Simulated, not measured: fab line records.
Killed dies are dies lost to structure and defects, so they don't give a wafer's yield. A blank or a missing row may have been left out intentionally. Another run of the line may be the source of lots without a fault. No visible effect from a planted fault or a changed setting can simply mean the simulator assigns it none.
fab line records	flow n5_finfet
record lots=4	wafers=12	last_day=19
route steps=1938 shown MOL_CONTACT_COAG@551 BEOL_M4@1111 PASSIVATION@1936
lots with no fault: from the same line, run without faults
start_h: the number of hours between the record's first day and the start of the first shown wafer of the lot	wait_h: hours from the lot's prior step to this one	" same as the row above	L1.1+2: one row covering several wafers at once	- value missing, or start not given	* or withheld: withheld	< > ~ a bound
route shown NAME@n: names a module that has steps shown in the file, with the first one's number in the route	usual: the fault-free wafers' mean and standard deviation	same: alike in all rows	chamber/n: place in a boat	sites: readings site by site	_std_site: standard deviation of those values	_edge_site: the outer-site mean with the inner-site mean subtracted	radius_mm: for every site, how far away it sits from the centre of the wafer	mask NAME#n: copy n	behind: tool/chamber where the wafer was last shaped	hold: why the lot went on hold/how many hours it stayed there/how the hold came to an end	device: the transistor (n, p or np) that didn't switch	end of line: tests run on the same wafers once the route is complete	where a step has no rows: the recipe by itself	killed: count of dies lost to structure and defects at first sort (not the wafer's yield)	map: dies across one wafer; x = killed, . = not, _ = none there
set.NAME: the setting as run; set.NAME@STEP: as run at that earlier step	model.NAME: the simulator's own value behind a step, which no gauge read
lots seen at some steps along the route; tables by step, rows by wafer
services: from which hour (start_h, from the record's first day; less than 0 if before it) a tool's chamber was out of use, for how many hours, and why
## steps
# step N5_MOL_CONTACT_COAG_SPUTTER_130
# recipe material=Co	target_thk_a=475	temp_c=25	chamber_pressure_pa=0.5	power_w=3000
# step N5_MOL_CONTACT_COAG_PRECLEAN_125
# recipe chemistry=DIW	time_s=57.5	temp_c=23
# step N5_MOL_CONTACT_COAG_SRD_126
# recipe dry_time_s=32	dry=n2_spin	spin_rpm=1500
# step N5_MOL_CONTACT_COAG_CMP_23
# recipe stop_on=SiO2	t_overpolish_s=1.5	post_cmp_clean=cu_alkaline	down_force_psi=2	platen_rpm=50.289	pad_velocity_m_s=1.0006	target_thk_nm=0
# step N5_MOL_CONTACT_COAG_WET_ETCH_26
# recipe target=Co	target_depth_nm=13
# step N5_MOL_CONTACT_COAG_WET_ETCH_116
# recipe chemistry=SC1-inhibited	target_depth_nm=4.6	dry=ipa_marangoni	rinse_time_s=30	rinse_temp_c=23
# step N5_MOL_CONTACT_COAG_ALD_27
# recipe material=SiOC	target_thk_a=170	temp_c=400	ald_precursor_family=carbosiloxane	ald_co_reactant=H2-plasma	pulse_time_s=1.5	time_s=2720	purge_time_s=2	co_reactant_purge_time_s=2	ald_cycles=340	pressure_torr=2
# step N5_MOL_CONTACT_COAG_CMP_28
# recipe stop_on=SiNx	t_overpolish_s=0.85	post_cmp_clean=alkaline_brush	down_force_psi=4.15	platen_rpm=51.8	pad_velocity_m_s=1.0307	target_thk_nm=14.522
# step N5_MOL_CONTACT_COAG_ALD_123
# recipe material=SiNx	target_thk_a=50	temp_c=400	ald_precursor_family=SiH2I2	ald_co_reactant=N2/H2-plasma	pulse_time_s=1	purge_time_s=2	co_reactant_purge_time_s=2	ald_cycles=100	pressure_torr=2
# step N5_MOL_CONTACT_COAG_PECVD_31
# recipe material=SiO2	target_thk_a=460	temp_c=400	precursor=TEOS/O2	pressure_torr=6.5	rf_w=withheld	teos_flow_sccm=withheld	gas=O2	flow_sccm=2650	time_s=8.9
# usual chamber_pressure_Torr=6.498/0.013
lot.wafer	tool	chamber	start_h	wait_h	chamber_pressure_Torr	since_wet_clean_h
L915.3	pecvd-04	0	139.55	0.3	6.489	409
L915.4	"	1	"	"	6.490	-
L915.5	"	0	"	"	6.501	-
L920.2	pecvd-04	1	176.83	0.3	-	-
L920.4	"	2	"	"	-	-
L920.6	"	0	"	"	-	-
L921.1	pecvd-04	2	177.45	0.3	-	-
L921.4	"	0	"	"	-	-
L921.5	"	2	"	"	-	-
L931.1	pecvd-03	0	241.83	0.3	6.495	946
L931.2	"	1	"	"	6.513	1671
L931.6	"	0	"	"	6.505	-
# step N5_MOL_CONTACT_COAG_COAT_75
# recipe resist=SOC	temp_c=250	time_s=60	spin_rpm=1500	resist_thk_nm=60
# step N5_MOL_CONTACT_COAG_COAT_76
# recipe resist=SiARC	temp_c=220	time_s=60	spin_rpm=1500	resist_thk_nm=10
# step N5_MOL_CONTACT_COAG_COAT_77
# recipe resist=underlayer	temp_c=205	time_s=60	spin_rpm=1500	resist_thk_nm=10
# step N5_MOL_CONTACT_COAG_COAT_78
# recipe resist=CAR-EUV	spin_rpm=1500	resist_thk_nm=40
# step N5_MOL_CONTACT_COAG_EBR_80
# recipe solvent=PGMEA	ebr_width_mm=1.5
# step N5_MOL_CONTACT_COAG_SOFTBAKE_79
# recipe temp_c=110	time_s=60	resist=CAR-EUV
# step N5_MOL_CONTACT_COAG_EXPOSE_81
# recipe mask_id=VG	na=0.33	source_shape=annular	sigma_inner=0.3	sigma_outer=0.7	polarization=unpolarized	defocus_nm=0	dose_mj=59.5
# step N5_MOL_CONTACT_COAG_PEB_82
# recipe peb_temp_c=100	peb_time_s=60	resist=CAR-EUV
# step N5_MOL_CONTACT_COAG_DEVELOP_83
# recipe develop_time_s=30	developer=TMAH	resist=CAR-EUV	rinse_liquid=surfactant_rinse	dry=air_spin	dev_temp_c=23
# step N5_MOL_CONTACT_COAG_DESCUM_88
# recipe chemistry=O2	time_s=7	source_power_w=50	bias_power_w=20	pressure_mtorr=20	rf_frequency_hz=2.712e+07	temp_c=40	resist=CAR-EUV	o2_flow_sccm=225
# step N5_MOL_CONTACT_COAG_ETCH_89
# recipe chemistry=N2/H2	target=underlayer	target_depth_a=130	mask_material=CAR-EUV	time_s=10.4	ion_energy_ev=200	pressure_mtorr=30	source_w=840	bias_w=150	n2_flow_sccm=200	h2_flow_sccm=200	ends=cleared
# step N5_MOL_CONTACT_COAG_ETCH_90
# recipe chemistry=CF4	target=SiARC	target_depth_a=130	mask_material=CAR-EUV	time_s=21.7	ion_energy_ev=80	pressure_mtorr=40	source_w=545	bias_w=36	Ar_flow_sccm=100	cf4_flow_sccm=100	ends=cleared
# step N5_MOL_CONTACT_COAG_ALD_131
# recipe material=SiO2	target_thk_a=50	temp_c=100	ald_precursor_family=BDEAS	ald_co_reactant=O2-plasma	pulse_time_s=1	co_reactant_pulse_time_s=1	purge_time_s=2	co_reactant_purge_time_s=2	ald_cycles=35	pressure_torr=2
# step N5_MOL_CONTACT_COAG_ETCHBACK_132
# recipe chemistry=CHF3	target=SiO2	target_depth_a=100	time_s=6.7	ion_energy_ev=200	pressure_mtorr=30	source_w=610	bias_w=170	Ar_flow_sccm=200	CHF3_flow_sccm=50
# step N5_MOL_CONTACT_COAG_ETCH_91
# recipe chemistry=N2/H2	target=SOC	target_depth_a=600	overetch_a=210	mask_material=SiARC	temp_c=40	time_s=101.2	ion_energy_ev=200	pressure_mtorr=30	source_w=840	bias_w=150	n2_flow_sccm=200	h2_flow_sccm=200
# step N5_MOL_CONTACT_COAG_STRIP_92
# recipe chemistry=N2/H2	temp_c=40	n2_flow_sccm=200	h2_flow_sccm=200	rf_frequency_hz=6e+07
# step N5_MOL_CONTACT_COAG_STRIP_93
# recipe chemistry=N2/H2	temp_c=40	n2_flow_sccm=200	h2_flow_sccm=200	rf_frequency_hz=6e+07
# step N5_MOL_CONTACT_COAG_ETCHBACK_135
# recipe chemistry=CHF3	target=SiO2	target_depth_a=250	time_s=16.7	ion_energy_ev=200	pressure_mtorr=30	source_w=610	bias_w=170	Ar_flow_sccm=200	CHF3_flow_sccm=50
# step N5_MOL_CONTACT_COAG_STRIP_118
# recipe chemistry=CHF3	resist=SiARC	rf_frequency_hz=6e+07
# step N5_MOL_CONTACT_COAG_VIA_ETCH_46
# recipe chemistry=C4F6/O2	target_depth_a=460	overetch_a=92	mask_material=SOC	target=SiO2	bias_w=455	pressure_mtorr=10	time_s=40	source_w=325	Ar_flow_sccm=300	C4F6_flow_sccm=10	O2_flow_sccm=10	ion_energy_ev=575.3	ends=end_point
# usual O2_flow_sccm=10.00/0.03	drypump_motor_current_A=5.5/0.33	oes_product_au=0.70/0.064	rf_vpp_V=1586/30	showerhead_plenum_p_Torr=2.85/0.079	throttle_valve_pct=41.2/0.31
lot.wafer	tool	chamber	start_h	wait_h	O2_flow_sccm	drypump_motor_current_A	oes_product_au	rf_hours_counter_h	rf_vpp_V	showerhead_plenum_p_Torr	throttle_valve_pct	model.etch.depth_nm
L915.3	rie_diel-02	2	140.61	0.0	9.95	5.3	0.65	190	1626	2.71	41.4	45.96
L915.4	"	1	"	"	10.02	5.2	0.70	132	1562	2.85	41.1	46.71
L915.5	"	1	"	"	10.01	5.3	0.70	-	1566	2.85	41.1	46.68
L920.2	rie_diel-01	2	178.39	0.0	9.99	5.7	0.72	99	1564	2.86	41.0	45.96
L920.4	"	3	"	"	9.93	5.7	0.65	187	1602	2.82	41.0	45.39
L920.6	"	3	"	"	9.98	5.7	0.65	-	1602	2.82	41.0	45.48
L921.1	rie_diel-06	0	178.62	0.0	10.02	5.2	0.65	203	1559	2.93	41.4	47.2
L921.4	"	3	"	"	10.00	5.9	0.68	-	1538	2.74	41.3	46.49
L921.5	"	0	"	"	9.99	5.2	0.66	-	1558	2.93	41.4	46.96
L931.1	rie_diel-01	0	243.25	0.0	9.98	5.7	0.73	94	1599	2.87	41.4	46.71
L931.2	"	2	"	"	10.00	5.7	0.71	120	1563	2.85	41.0	46.8
L931.6	"	2	"	"	10.02	5.7	0.71	-	1563	2.85	41.0	46.59
# step N5_MOL_CONTACT_COAG_STRIP_96
# recipe chemistry=N2/H2	power_w=500	temp_c=40	pressure_mtorr=50	rf_frequency_hz=6e+07	overash_fraction=0.3	bias_power_w=28	h2_frac=0.5	n2_flow_sccm=300	h2_flow_sccm=300
# step N5_MOL_CONTACT_COAG_ETCH_47
# recipe chemistry=CH3F/O2	target=SiNx	target_depth_a=270	mask_material=SiO2	stop_on=W	over_etch_frac=0.2	ion_energy_ev=120	endpoint=OES-CN	pressure_mtorr=30	source_w=395	bias_w=73	Ar_flow_sccm=150	CH3F_flow_sccm=30	O2_flow_sccm=20	ends=end_point
# step N5_MOL_CONTACT_COAG_STRIP_119
# recipe chemistry=N2/H2	time_s=30	power_w=1000	temp_c=250	pressure_mtorr=withheld	n2_flow_sccm=1750	h2_flow_sccm=3250
# step N5_MOL_CONTACT_COAG_PRECLEAN_144
# recipe chemistry=alkaline_clean	temp_c=60	time_s=60	do_ppb=50
# step N5_MOL_CONTACT_COAG_SRD_145
# recipe dry=ipa_marangoni	time_s=30	temp_c=23	rinse_liquid=diw
# step N5_MOL_CONTACT_COAG_CD_MEAS_137
# recipe target_cd_nm=16
# usual cd_nm=16.1/0.31
lot.wafer	tool	chamber	start_h	wait_h	cd_nm
L915.3	cd_sem-01	-	140.95	0.0	15.8
L915.4	"	-	"	"	16.6
L915.5	"	-	"	"	16.1
L920.2	cd_sem-03	-	178.75	0.0	-
L920.4	"	-	"	"	-
L920.6	"	-	"	"	-
L921.1	cd_sem-01	-	178.96	0.0	-
L921.4	"	-	"	"	-
L921.5	"	-	"	"	-
L931.1	cd_sem-03	-	243.59	0.0	16.4
L931.2	"	-	"	"	15.9
L931.6	"	-	"	"	15.8
# step N5_MOL_CONTACT_COAG_INSPECT_42
# recipe mode=adi	inspect_instrument=brightfield
# usual raw_defect_count=193/48
lot.wafer	tool	chamber	start_h	wait_h	raw_defect_count
L915.3	defect_inspect-01	-	141.35	0.0	187
L915.4	"	-	"	"	153
L915.5	"	-	"	"	158
L920.2	defect_inspect-01	-	179.15	0.0	1908
L920.4	"	-	"	"	1896
L920.6	"	-	"	"	2056
L921.1	defect_inspect-02	-	179.49	0.1	1970
L921.4	"	-	"	"	1963
L921.5	"	-	"	"	2099
L931.1	defect_inspect-01	-	244.12	0.1	222
L931.2	"	-	"	"	207
L931.6	"	-	"	"	161
# step N5_BEOL_M4_RC_MEAS_101
# usual DIBL_N=36.5/1.9	DIBL_P=36.7/2.1	IOFF_N=0.17/0.035	IOFF_P=0.22/0.042	ION_N=676/10	ION_P=462/8.1	SS_N=71.5/0.72	SS_P=73.4/0.7	VT_N=249/3.1	VT_P=-250/3.9
lot.wafer	tool	chamber	start_h	wait_h	DIBL_N[mV/V]	DIBL_P[mV/V]	IOFF_N[nA/um]	IOFF_P[nA/um]	ION_N[uA/um]	ION_P[uA/um]	SS_N[mV/dec]	SS_P[mV/dec]	VT_N[mV]	VT_P[mV]
L915.3	prober-02	0	227.89	0.3	37.9	38.5	0.19	0.25	685	469	71.5	73.9	246	-247
L915.4	"	0	"	"	36.9	36.5	0.17	0.22	672	468	70.6	72.7	248	-249
L915.5	"	0	"	"	37.0	37.9	0.18	0.25	694	476	71.0	73.8	249	-247
L931.1	prober-01	0	348.12	0.0	37.1	37.8	0.19	0.25	689	474	72.3	73.7	249	-247
L931.2	"	0	"	"	33.4	33.7	0.13	0.19	662	459	70.9	72.1	252	-249
L931.6	"	0	"	"	33.1	33.0	0.13	0.18	661	454	71.0	72.3	251	-253
# step N5_PASSIVATION_PROBE_49
# usual killed_at_M0_to_M3=35/12	killed_at_M4_up=13/5.8	killed_at_contacts=12/5.5	killed_at_front_end=36/9.9	killed_at_other=4/3.7	killed_dies=101/18	killed_on_rim=13/4.1	killed_open=66/13	killed_short=33/8
# same gross_dies=1180	killed_at_back_side=0
lot.wafer	tool	chamber	start_h	wait_h	killed_at_M0_to_M3	killed_at_M4_up	killed_at_contacts	killed_at_front_end	killed_at_other	killed_dies	killed_on_rim	killed_open	killed_short
L920.2	prober-01	-	368.89	0.1	4	1	1162	13	0	1180	152	8	10
L920.4	prober-01	-	368.99	0.2	13	1	1161	4	1	1180	152	14	5
L920.6	prober-01	-	369.09	0.3	5	2	1164	8	1	1180	152	15	3
L921.1	prober-02	-	372.10	0.0	1	5	1162	12	0	1180	152	11	9
L921.4	prober-02	-	372.25	0.2	7	2	1162	8	1	1180	152	12	7
L921.5	prober-02	-	372.30	0.2	6	3	1166	5	0	1180	152	11	6
# killed by level:class
L920.2 MOL_CONTACT_COAG:lost_pattern=1148 MOL_CONTACT_COAG:area_pecvd=14 GATE_CUT:geometric_particle:short=3 SPACER0:geometric_particle:short=2 SPACER0:geometric_particle:open=2 FIN_SAQP:geometric_particle:open=1 FIN_SAQP:geometric_particle:short=1 FIN_CUT:geometric_particle:short=1
L920.4 MOL_CONTACT_COAG:lost_pattern=1156 BEOL_M0_SAQP:geometric_particle:open=5 MOL_CONTACT_COAG:area_pecvd=5 BEOL_M0_SAQP:geometric_particle:short=4 BEOL_M2:geometric_particle:open=3 STI_FIN_REVEAL:geometric_particle:open=2 SPACER0:geometric_particle:open=1 ILD0:geometric_particle:short=1
L920.6 MOL_CONTACT_COAG:lost_pattern=1156 MOL_CONTACT_COAG:area_pecvd=6 BEOL_M3:geometric_particle:open=3 FIN_SAQP:geometric_particle:open=2 DUMMY_GATE:geometric_particle:open=2 SPACER0:geometric_particle:open=2 MOL_CONTACT_COAG:geometric_particle:open=2 SPACER0:geometric_particle:short=1
L921.1 MOL_CONTACT_COAG:lost_pattern=1158 FIN_SAQP:geometric_particle:short=6 BEOL_M5:geometric_particle:open=3 STI_FIN_REVEAL:geometric_particle:open=2 GATE_CUT:geometric_particle:open=2 MOL_CONTACT_COAG:geometric_particle:open=2 MOL_CONTACT_COAG:area_pecvd=2 SPACER0:geometric_particle:open=1
L921.4 MOL_CONTACT_COAG:lost_pattern=1155 MOL_CONTACT_COAG:area_pecvd=6 FIN_SAQP:geometric_particle:open=2 BEOL_M6:geometric_particle:open=2 BEOL_M2:geometric_particle:open=2 STARTING-WAFER:geometric_particle:short=2 STI_FIN_REVEAL:geometric_particle:open=1 DUMMY_GATE:geometric_particle:open=1
L921.5 MOL_CONTACT_COAG:lost_pattern=1157 MOL_CONTACT_COAG:area_pecvd=6 BEOL_M0_SAQP:geometric_particle:short=3 FIN_SAQP:geometric_particle:open=2 MOL_CONTACT_COAG:geometric_particle:open=2 FIN_SAQP:geometric_particle:short=1 STI_FIN_REVEAL:geometric_particle:open=1 GATE_CUT:geometric_particle:open=1
# map L920.2 (x killed, . not)
_________________xxxxxxxxxxxx________________
______________xxxxxxxxxxxxxxxxxx_____________
___________xxxxxxxxxxxxxxxxxxxxxxxx__________
__________xxxxxxxxxxxxxxxxxxxxxxxxxx_________
________xxxxxxxxxxxxxxxxxxxxxxxxxxxxxx_______
_______xxxxxxxxxxxxxxxxxxxxxxxxxxxxxxxx______
______xxxxxxxxxxxxxxxxxxxxxxxxxxxxxxxxxx_____
_____xxxxxxxxxxxxxxxxxxxxxxxxxxxxxxxxxxxx____
____xxxxxxxxxxxxxxxxxxxxxxxxxxxxxxxxxxxxxx___
___xxxxxxxxxxxxxxxxxxxxxxxxxxxxxxxxxxxxxxxx__
___xxxxxxxxxxxxxxxxxxxxxxxxxxxxxxxxxxxxxxxx__
__xxxxxxxxxxxxxxxxxxxxxxxxxxxxxxxxxxxxxxxxxx_
__xxxxxxxxxxxxxxxxxxxxxxxxxxxxxxxxxxxxxxxxxx_
_xxxxxxxxxxxxxxxxxxxxxxxxxxxxxxxxxxxxxxxxxxxx
_xxxxxxxxxxxxxxxxxxxxxxxxxxxxxxxxxxxxxxxxxxxx
_xxxxxxxxxxxxxxxxxxxxxxxxxxxxxxxxxxxxxxxxxxxx
_xxxxxxxxxxxxxxxxxxxxxxxxxxxxxxxxxxxxxxxxxxxx
_xxxxxxxxxxxxxxxxxxxxxxxxxxxxxxxxxxxxxxxxxxxx
_xxxxxxxxxxxxxxxxxxxxxxxxxxxxxxxxxxxxxxxxxxxx
_xxxxxxxxxxxxxxxxxxxxxxxxxxxxxxxxxxxxxxxxxxxx
_xxxxxxxxxxxxxxxxxxxxxxxxxxxxxxxxxxxxxxxxxxxx
__xxxxxxxxxxxxxxxxxxxxxxxxxxxxxxxxxxxxxxxxxx_
__xxxxxxxxxxxxxxxxxxxxxxxxxxxxxxxxxxxxxxxxxx_
___xxxxxxxxxxxxxxxxxxxxxxxxxxxxxxxxxxxxxxxx__
___xxxxxxxxxxxxxxxxxxxxxxxxxxxxxxxxxxxxxxxx__
____xxxxxxxxxxxxxxxxxxxxxxxxxxxxxxxxxxxxxx___
_____xxxxxxxxxxxxxxxxxxxxxxxxxxxxxxxxxxxx____
______xxxxxxxxxxxxxxxxxxxxxxxxxxxxxxxxxx_____
_______xxxxxxxxxxxxxxxxxxxxxxxxxxxxxxxx______
________xxxxxxxxxxxxxxxxxxxxxxxxxxxxxx_______
__________xxxxxxxxxxxxxxxxxxxxxxxxxx_________
___________xxxxxxxxxxxxxxxxxxxxxxxx__________
______________xxxxxxxxxxxxxxxxxx_____________
_________________xxxxxxxxxxxx________________
# map L921.1 (x killed, . not)
_________________xxxxxxxxxxxx________________
______________xxxxxxxxxxxxxxxxxx_____________
___________xxxxxxxxxxxxxxxxxxxxxxxx__________
__________xxxxxxxxxxxxxxxxxxxxxxxxxx_________
________xxxxxxxxxxxxxxxxxxxxxxxxxxxxxx_______
_______xxxxxxxxxxxxxxxxxxxxxxxxxxxxxxxx______
______xxxxxxxxxxxxxxxxxxxxxxxxxxxxxxxxxx_____
_____xxxxxxxxxxxxxxxxxxxxxxxxxxxxxxxxxxxx____
____xxxxxxxxxxxxxxxxxxxxxxxxxxxxxxxxxxxxxx___
___xxxxxxxxxxxxxxxxxxxxxxxxxxxxxxxxxxxxxxxx__
___xxxxxxxxxxxxxxxxxxxxxxxxxxxxxxxxxxxxxxxx__
__xxxxxxxxxxxxxxxxxxxxxxxxxxxxxxxxxxxxxxxxxx_
__xxxxxxxxxxxxxxxxxxxxxxxxxxxxxxxxxxxxxxxxxx_
_xxxxxxxxxxxxxxxxxxxxxxxxxxxxxxxxxxxxxxxxxxxx
_xxxxxxxxxxxxxxxxxxxxxxxxxxxxxxxxxxxxxxxxxxxx
_xxxxxxxxxxxxxxxxxxxxxxxxxxxxxxxxxxxxxxxxxxxx
_xxxxxxxxxxxxxxxxxxxxxxxxxxxxxxxxxxxxxxxxxxxx
_xxxxxxxxxxxxxxxxxxxxxxxxxxxxxxxxxxxxxxxxxxxx
_xxxxxxxxxxxxxxxxxxxxxxxxxxxxxxxxxxxxxxxxxxxx
_xxxxxxxxxxxxxxxxxxxxxxxxxxxxxxxxxxxxxxxxxxxx
_xxxxxxxxxxxxxxxxxxxxxxxxxxxxxxxxxxxxxxxxxxxx
__xxxxxxxxxxxxxxxxxxxxxxxxxxxxxxxxxxxxxxxxxx_
__xxxxxxxxxxxxxxxxxxxxxxxxxxxxxxxxxxxxxxxxxx_
___xxxxxxxxxxxxxxxxxxxxxxxxxxxxxxxxxxxxxxxx__
___xxxxxxxxxxxxxxxxxxxxxxxxxxxxxxxxxxxxxxxx__
____xxxxxxxxxxxxxxxxxxxxxxxxxxxxxxxxxxxxxx___
_____xxxxxxxxxxxxxxxxxxxxxxxxxxxxxxxxxxxx____
______xxxxxxxxxxxxxxxxxxxxxxxxxxxxxxxxxx_____
_______xxxxxxxxxxxxxxxxxxxxxxxxxxxxxxxx______
________xxxxxxxxxxxxxxxxxxxxxxxxxxxxxx_______
__________xxxxxxxxxxxxxxxxxxxxxxxxxx_________
___________xxxxxxxxxxxxxxxxxxxxxxxx__________
______________xxxxxxxxxxxxxxxxxx_____________
_________________xxxxxxxxxxxx________________
## services
tool	chamber	start_h	hours	kind
pecvd-03	1	121.21	3.7	repair
pecvd-04	-	128.28	5.5	pm
rie_diel-06	1	144.17	-	clean
rie_diel-06	1	144.17	-	consumable_replace:focus_ring
rie_diel-06	1	144.17	14.5	scheduled_down
rie_diel-06	1	144.17	14.5	vent_cycle
rie_diel-02	2	173.19	5.9	repair
rie_diel-06	1	176.21	35.1	repair
pecvd-03	0	179.48	4.6	scheduled_down
rie_diel-02	-	182.74	0.5	repair
rie_diel-02	2	192.53	6.0	repair
pecvd-03	-	199.47	0.3	repair
rie_diel-06	2	229.79	1.7	repair
## key
first_sign step=N5_MOL_CONTACT_COAG_PECVD_31	reading=tool_record	direction=missing
effect step=N5_MOL_CONTACT_COAG_CD_MEAS_137	reading=cd_nm	direction=missing
effect step=N5_MOL_CONTACT_COAG_INSPECT_42	reading=raw_defect_count	direction=up	sigmas=37	usual=193	struck=1982
effect step=N5_PASSIVATION_PROBE_49	reading=killed_at_contacts	direction=up	sigmas=99+	usual=12	struck=1163
model_effect step=N5_MOL_CONTACT_COAG_VIA_ETCH_46	value=etch.depth_nm	without=46.46	struck=46.25
met_at N5_MOL_CONTACT_COAG_PECVD_31
struck_wafers L920.2,L920.4,L920.6,L921.1,L921.4,L921.5
later_rows_left_out L920.2,L920.4,L920.6,L921.1,L921.4,L921.5
tester_left_out L920,L921
onset_between 139.55 176.83
fault kind=skipped_step_whole	tool=pecvd-04	chamber=-	onset_h=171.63	steps=N5_MOL_CONTACT_COAG_PECVD_31	scope=struck_lots_only
# tester_left_out: of these lots the tester's yield and bins aren't shown, on N5 and GAA mostly nor the transistor test; their killed dies are dies lost to structure and defects alone, not to doping, threshold or leakage, so they don't give the yield
# later_rows_left_out: the simulator's readings of these wafers behind a module that went badly wrong aren't trusted and aren't shown, but for the sort
